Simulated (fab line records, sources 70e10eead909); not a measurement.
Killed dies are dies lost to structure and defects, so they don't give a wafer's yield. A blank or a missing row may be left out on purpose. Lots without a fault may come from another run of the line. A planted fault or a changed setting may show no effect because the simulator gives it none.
Chamber matching | flow nand_harc | NHARC_A_BONDPAD_ETCH_34 on rie_diel-06: 4 sister chambers
The step etches the open film in N2/H2, target depth 60 nm, overetch 18 nm, time 65.91 s. 8 wafers are shown with their chamber, then 7 later ones without.

WAFERS WITH THEIR CHAMBER
wafer  | chamber | drypump_motor_current_A (A) | run_length_s (s)
L583.1 | 3       | 6.4                         | 87.4
L583.2 | 0       | 6.1                         | 86.8
L583.5 | 1       | 6.2                         | 86.3
L585.1 | 0       | 6.1                         | 86.8
L585.3 | 1       | 6.3                         | 86.3
L585.5 | 2       | 5.9                         | 86.4
L584.1 | 3       | 6.3                         | 87.2
L584.2 | 2       | 5.9                         | 86.6

WAFERS WITHOUT THEIR CHAMBER
wafer  | drypump_motor_current_A (A) | run_length_s (s)
L584.5 | 6.4                         | 87.5
L588.1 | 6.4                         | 87.1
L588.2 | 5.9                         | 87.1
L588.3 | 6.2                         | 86.7
L597.1 | 6.0                         | 86.7
L597.5 | 6.1                         | 86.8
L597.6 | 5.9                         | 86.7

WHICH CHAMBER EACH WENT THROUGH
wafer  | from the rows above     | in truth
L584.5 | 3                       | 3
L588.1 | 3                       | 3
L588.2 | can't be placed: 0 or 2 | 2
L588.3 | can't be placed: 0 or 1 | 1
L597.1 | can't be placed: 0 or 2 | 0
L597.5 | 0                       | 0
L597.6 | 2                       | 2
Placed correctly: 4 of 7. Can't be placed from these rows: 3 (the true chamber is among the candidates in 3). Placed wrongly: 0.
How it was worked out, from the rows above alone: a wafer's distance from a chamber is the root of the sum, over the readings, of the square of ((its reading less the chamber's mean) divided by the reading's scatter). The wafer belongs to the nearest chamber; if the next one is less than 2 further off, it can't be placed. A chamber's mean is the mean of its shown wafers. The scatter: the root of (the sum of the squares of (reading less its chamber's mean) over the shown wafers, divided by (wafers less chambers)).
